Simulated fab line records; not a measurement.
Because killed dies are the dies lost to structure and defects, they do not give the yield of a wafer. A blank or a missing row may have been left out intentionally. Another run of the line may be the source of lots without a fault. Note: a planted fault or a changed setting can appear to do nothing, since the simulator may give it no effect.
Which tool was responsible? -- flow nand harc -- 7 lots, 20 wafers sampled, at 3 steps of a route of 1159

== WHAT THE GAUGES READ, wafer by wafer ==
NHARC_A_ONON_D1_THK_MEAS_02: measures by ellipsometry.
lot,measured,on,thk nm (nm)
L426,day 7 22:03,film metro-02,1001 1001 1000
L430,day 8 14:57,film metro-02,995 994 994
L431,day 9 01:02,film metro-01,987 990 990
L433,day 9 14:57,film metro-02,995 995 995
L434,day 10 05:34,film metro-02,998 998 996
L439,day 11 02:56,film metro-01,1476 1007
L447,day 12 22:10,film metro-01,1002 1002 1003

== EACH LOT AND THE TOOL THAT RAN IT (in order: tool; ch and the chambers of the sampled wafers; start) ==
lot,NHARC_P_BONDPAD_DEGAS_25,NHARC_A_ONON_D1_DEP_00
L426,"pvd sputter-01, day 6 20:39","pecvd onon-01 ch 0, day 7 21:36"
L430,"pvd sputter-02, day 7 10:43","pecvd onon-01 ch 0, day 8 14:30"
L431,"pvd sputter-02, day 7 23:55","pecvd onon-04 ch 0, day 9 00:35"
L433,"pvd sputter-03, day 8 12:34","pecvd onon-04 ch 0, day 9 14:26"
L434,"pvd sputter-02, day 9 03:42","pecvd onon-01 ch 0, day 10 05:02"
L439,"pvd sputter-03, day 10 04:07","pecvd onon-03 ch 0, day 11 02:29"
L447,"pvd sputter-03, day 11 20:17","pecvd onon-04 ch 0, day 12 21:43"
- NHARC_P_BONDPAD_DEGAS_25: time 60 s.
- NHARC_A_ONON_D1_DEP_00: target thk 1000 nm.

== THE ANSWER, worked out from the rows above alone ==
Rule: the usual values come from the lots themselves. Put in order of their means at a reading, lots are off if they are a third of the lots or fewer, leave a main group of 4 or more, and stand apart from it by a gap of 3 or more times the standard deviation of the main group's means; of several such gaps the widest counts. A main group is skipped when, at the precision printed for the reading in the tables above, its means are all equal. Also off: a lot with no number at a reading for which 4 or more lots have one. All remaining lots with rows at the step are treated as sound.
Off at NHARC_A_ONON_D1_THK_MEAS_02 (thk nm): L439. For the main group the mean is 996 nm and the standard deviation 4.4.
A tool fits if, at a process step before that reading, it ran every lot that is off, and no sound lot after the first of them. Gauges at NHARC_A_ONON_D1_THK_MEAS_02: tried the same way as those tools. One candidate fits, namely pecvd onon-03 at NHARC_A_ONON_D1_DEP_00. It ran no sound lot before its first lot that is off in this sample, so the start can't be narrowed down.

== WHAT THE SIMULATOR HAD INSERTED ==
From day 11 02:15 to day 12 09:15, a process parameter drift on pecvd onon-03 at NHARC_A_ONON_D1_DEP_00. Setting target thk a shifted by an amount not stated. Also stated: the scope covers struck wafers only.
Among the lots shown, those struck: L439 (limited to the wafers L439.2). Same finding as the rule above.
